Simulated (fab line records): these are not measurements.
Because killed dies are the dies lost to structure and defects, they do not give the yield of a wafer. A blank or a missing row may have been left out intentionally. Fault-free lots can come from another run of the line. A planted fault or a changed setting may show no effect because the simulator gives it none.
Matching of chambers + flow nandHarc + rieDiel-10 running NHARC_P_GATE_DESCUM_31: 4 sister chambers
The step chemistry O2, time 3 s. 4 wafers are shown with their chamber, then 7 later ones without.

## WAFERS WITH THEIR CHAMBER
| wafer  | chamber | showerheadPlenumPTorr (Torr) |
|--------|---------|------------------------------|
| L176.2 | 2       | 1.99                         |
| L174.3 | 0       | 2.03                         |
| L183.1 | 3       | 2.05                         |
| L183.4 | 1       | 1.91                         |

## WAFERS MISSING THEIR CHAMBER
| wafer  | showerheadPlenumPTorr (Torr) |
|--------|------------------------------|
| L183.5 | 1.99                         |
| L189.1 | 2.04                         |
| L189.3 | 1.91                         |
| L189.4 | 2.03                         |
| L193.1 | 2.03                         |
| L193.3 | 2.04                         |
| L193.5 | 1.98                         |

## THE CHAMBER EACH PASSED THROUGH
| wafer  | from the rows above     | in truth |
|--------|-------------------------|----------|
| L183.5 | 2                       | 2        |
| L189.1 | can't be placed: 3 or 0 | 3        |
| L189.3 | 1                       | 1        |
| L189.4 | 0                       | 0        |
| L193.1 | 0                       | 0        |
| L193.3 | can't be placed: 3 or 0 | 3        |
| L193.5 | 2                       | 2        |
5 of 7 placed correctly. Not placeable from these rows: 2 (in 2, the candidates include the true chamber). 0 placed wrongly.
How it was worked out, from the rows above alone: a wafer's distance from a chamber is the root of the sum, over the readings, of the square of ((its reading less the chamber's mean) divided by the reading's scatter). If the next closest chamber is less than 2 further off than the closest, the wafer can't be placed; otherwise it belongs to the closest. The mean given for a chamber averages the wafers shown for that chamber. The scatter: root of mean squared gap, hidden wafer to nearest shown wafer, with one shown wafer a chamber.
